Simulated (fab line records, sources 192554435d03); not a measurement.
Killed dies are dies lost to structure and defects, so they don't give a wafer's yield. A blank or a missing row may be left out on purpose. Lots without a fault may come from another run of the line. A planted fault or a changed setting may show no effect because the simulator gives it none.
Chamber matching | flow n5_finfet | N5_BEOL_M9_CURE_71 on uv_cure-03: 3 sister chambers
The step cures SiCOH lowk, time 240 s. 16 wafers are shown with their chamber, then 8 later ones without.

WAFERS WITH THEIR CHAMBER
wafer  | chamber | wafer_temp_C_max | lamp_power_pct (%)
L078.1 | 0       | 386.9            | 52.31
L078.4 | 0       | 386.4            | 52.35
L078.6 | 0       | 386.8            | 52.37
L083.1 | 1       | 387.0            | 52.33
L083.2 | 1       | 388.0            | 52.35
L083.6 | 1       | 388.3            | 52.34
L085.1 | 0       | 386.1            | 52.32
L085.2 | 0       | 386.8            | 52.30
L085.4 | 0       | 386.5            | 52.36
L087.3 | 0       | 387.1            | 52.32
L087.5 | 0       | 387.1            | 52.22
L087.6 | 0       | 386.5            | 52.26
L089.1 | 1       | 388.4            | 52.34
L089.4 | 1       | 388.3            | 52.27
L089.6 | 1       | 388.3            | 52.24
L093.1 | 2       | 386.1            | 52.39

SIGNATURES (means of the wafers above)
reading          | chamber 0 | chamber 1 | chamber 2 | scatter within a chamber
wafer_temp_C_max | 386.689   | 388.050   | 386.100   | 0.423
lamp_power_pct   | 52.3122   | 52.3117   | 52.3900   | 0.0471
Rule: a wafer's distance from a chamber is the root of the sum, over the readings, of the square of ((its reading less the chamber's mean) divided by the reading's scatter). The wafer belongs to the nearest chamber; if the next one is less than 2 further off, it can't be placed. The scatter: the root of (the sum of the squares of (reading less its chamber's mean) over the shown wafers, divided by (wafers less chambers)).

WAFERS WITHOUT THEIR CHAMBER
wafer  | wafer_temp_C_max | lamp_power_pct (%)
L093.4 | 386.3            | 52.27
L093.6 | 386.2            | 52.31
L094.1 | 386.5            | 52.26
L094.2 | 386.8            | 52.31
L094.3 | 387.7            | 52.33
L096.1 | 386.4            | 52.30
L096.3 | 386.6            | 52.29
L096.5 | 386.0            | 52.36

WHICH CHAMBER EACH WENT THROUGH
wafer  | from the rows above     | in truth
L093.4 | can't be placed: 0 or 2 | 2
L093.6 | can't be placed: 0 or 2 | 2
L094.1 | can't be placed: 0 or 2 | 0
L094.2 | 0                       | 0
L094.3 | can't be placed: 1 or 0 | 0
L096.1 | can't be placed: 0 or 2 | 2
L096.3 | can't be placed: 0 or 2 | 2
L096.5 | can't be placed: 2 or 0 | 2
Placed correctly: 1 of 8. Can't be placed from these rows: 7 (the true chamber is among the candidates in 7). Placed wrongly: 0.
